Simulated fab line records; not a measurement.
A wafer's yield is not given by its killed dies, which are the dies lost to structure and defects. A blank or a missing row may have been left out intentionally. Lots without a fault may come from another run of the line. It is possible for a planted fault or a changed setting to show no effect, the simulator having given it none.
Which of the tools did it? ; flow n5-finfet ; 9 lots with 27 wafers sampled at 2 steps, on a route of 1938 steps

WHAT EACH GAUGE READ, for each wafer
N5_BEOL_M11_INSPECT_30: inspects for defects (brightfield).
lot;measured;on;raw-defect-count
L593;day 10 20:19;defect-inspect-02;526 397 513
L594;day 10 21:56;defect-inspect-02;614 397 359
L599;day 12 12:07;defect-inspect-02;309 337 272
L604;day 13 19:02;defect-inspect-02;489 286 537
L605;day 13 23:26;defect-inspect-01;343 489 679
L609;day 14 20:51;defect-inspect-02;456 421 413
L611;day 15 04:55;defect-inspect-01;405 366 510
L612;day 15 15:17;defect-inspect-01;412 427 378
L614;day 15 22:41;defect-inspect-02;429 229 414

WHICH TOOL RAN EACH LOT (tool, then ch and the chambers of the sampled wafers, then the start)
lot;N5_BEOL_M11_ETCH_61
L593;rie-diel-01 ch 1,2,3, day 10 16:11
L594;rie-diel-05 ch 0,1, day 10 21:02
L599;rie-diel-01 ch 1,2, day 12 10:59
L604;rie-diel-05 ch 1,2,3, day 13 15:47
L605;rie-diel-04 ch 0,1,3, day 13 20:04
L609;rie-diel-04 ch 1,2, day 14 18:11
L611;rie-diel-01 ch 0,1,2, day 15 04:02
L612;rie-diel-01 ch 1,2,3, day 15 13:05
L614;rie-diel-01 ch 0,1,2, day 15 21:23
- N5_BEOL_M11_ETCH_61: etches SiARC in CF4, target depth 39 nm, time 65 s.

THE ANSWER, worked out from the rows above alone
Rule: usual is defined by the lots themselves. Put in order of their means at a reading, lots are off if they are a third of the lots or fewer, leave a main group of 4 or more, and stand apart from it by a gap of 3 or more times the standard deviation of the main group's means; of several such gaps the widest counts. The tables above print the reading to a certain number of digits; a main group whose means all agree to those digits is not used. A lot without any number at a reading at which 4 lots or more have one is off too. The other lots that the step has rows for count as sound.
Across all readings shown, no lot is off: no conclusion can be drawn from this.

WHAT HAD BEEN PUT IN BY THE SIMULATOR
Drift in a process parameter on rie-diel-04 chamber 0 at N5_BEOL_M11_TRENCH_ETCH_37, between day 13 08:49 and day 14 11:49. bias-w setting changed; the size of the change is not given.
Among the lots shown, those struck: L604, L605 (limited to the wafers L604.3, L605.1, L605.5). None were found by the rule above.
